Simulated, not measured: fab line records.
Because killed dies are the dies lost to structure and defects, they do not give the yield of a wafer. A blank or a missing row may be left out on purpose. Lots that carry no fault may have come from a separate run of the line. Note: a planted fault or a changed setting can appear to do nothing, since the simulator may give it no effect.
Which of the tools did it? + flow n5 finfet + 36 wafers from 12 lots sampled at 2 of the route's 1938 steps

WHAT THE GAUGES READ, wafer by wafer
N5_PASSIVATION_OVL_MEAS_63.
| lot  | measured     | on         | PAD_OVL (nm) |
|------|--------------|------------|--------------|
| L412 | day 12 07:19 | overlay-01 | -4 8 1       |
| L414 | day 13 02:18 | overlay-02 | 9 6 6        |
| L416 | day 13 09:58 | overlay-01 | 5 -3 0       |
| L418 | day 13 20:20 | overlay-02 | 3 6 1        |
| L417 | day 14 01:07 | overlay-02 | -2 -5 -6     |
| L420 | day 14 02:00 | overlay-02 | 0 3 7        |
| L419 | day 14 12:59 | overlay-02 | 2 1 8        |
| L421 | day 14 20:34 | overlay-01 | 3 4 -3       |
| L422 | day 15 05:01 | overlay-01 | 2 -7 -9      |
| L423 | day 15 10:37 | overlay-01 | -13 -8 -12   |
| L424 | day 15 09:54 | overlay-01 | -2 -3 2      |
| L428 | day 16 18:01 | overlay-02 | 9 6 12       |

TOOL THAT RAN EACH LOT (tool first, then ch and the chambers of the sampled wafers, then the start)
| lot  | N5_BEOL_M6_HM_OPEN_17             |
|------|-----------------------------------|
| L412 | rie metal-03 ch 0,1, day 9 01:30  |
| L414 | rie metal-01 ch 0, day 9 07:02    |
| L416 | rie metal-03 ch 0,1, day 10 00:49 |
| L418 | rie metal-03 ch 0,1, day 10 13:57 |
| L417 | rie metal-02 ch 0,1, day 10 14:13 |
| L420 | rie metal-01 ch 0,1, day 10 18:07 |
| L419 | rie metal-01 ch 0,1, day 10 19:40 |
| L421 | rie metal-02 ch 0,1, day 11 13:22 |
| L422 | rie metal-02 ch 0,1, day 11 17:29 |
| L423 | rie metal-01 ch 0,1, day 11 18:43 |
| L424 | rie metal-01 ch 0,1, day 11 22:37 |
| L428 | rie metal-01 ch 0,1, day 13 03:31 |
- N5_BEOL_M6_HM_OPEN_17: chemistry Cl2/BCl3, target TiN, target depth 20 nm, overetch 6 nm.

WHAT THE TOOLS THEMSELVES READ (means of the sampled wafers that have a number; where no wafer has one, the mark that the record gives instead)
N5_BEOL_M6_HM_OPEN_17.
| lot  | tool         | drypump motor current A (A) | oes product au (a.u.) | throttle valve pct (%) |
|------|--------------|-----------------------------|-----------------------|------------------------|
| L412 | rie metal-03 | 5.4                         | 0.68                  | 22.4                   |
| L414 | rie metal-01 | 5.1                         | 0.65                  | 21.6                   |
| L416 | rie metal-03 | 5.5                         | 0.71                  | 22.5                   |
| L418 | rie metal-03 | 5.5                         | 0.71                  | 22.5                   |
| L417 | rie metal-02 | 6.0                         | 0.78                  | 21.8                   |
| L420 | rie metal-01 | 5.1                         | 0.76                  | 22.0                   |
| L419 | rie metal-01 | 5.1                         | 0.75                  | 22.1                   |
| L421 | rie metal-02 | 6.0                         | 0.78                  | 21.9                   |
| L422 | rie metal-02 | 6.0                         | 0.77                  | 21.8                   |
| L423 | rie metal-01 | 5.1                         | 0.73                  | 22.1                   |
| L424 | rie metal-01 | 5.1                         | 0.68                  | 21.9                   |
| L428 | rie metal-01 | 5.1                         | 0.68                  | 21.9                   |

THE ANSWER, worked out from the rows above alone
Rule: the usual values come from the lots themselves. The widest of any qualifying gaps counts: lots, ordered by their means at a reading, are off when they make up no more than a third of the lots, leave a main group of 4 or more, and stand apart from it by 3 or more times the standard deviation of that group's means. A main group whose means are all the same, to the digits that the tables above print for the reading, isn't used. A lot without any number at a reading at which 4 lots or more have one is off too. All remaining lots with rows at the step are treated as sound. The gauges are gone through in route order, then the tools' own readings, and for those a lot's mean is taken as printed above. The first step at which some lot is off is used, and at that step the reading that is off furthest; a lot without a number counts as furthest.
Nothing can be told from this: no lot is off at any reading shown.

WHAT HAD BEEN PUT IN BY THE SIMULATOR
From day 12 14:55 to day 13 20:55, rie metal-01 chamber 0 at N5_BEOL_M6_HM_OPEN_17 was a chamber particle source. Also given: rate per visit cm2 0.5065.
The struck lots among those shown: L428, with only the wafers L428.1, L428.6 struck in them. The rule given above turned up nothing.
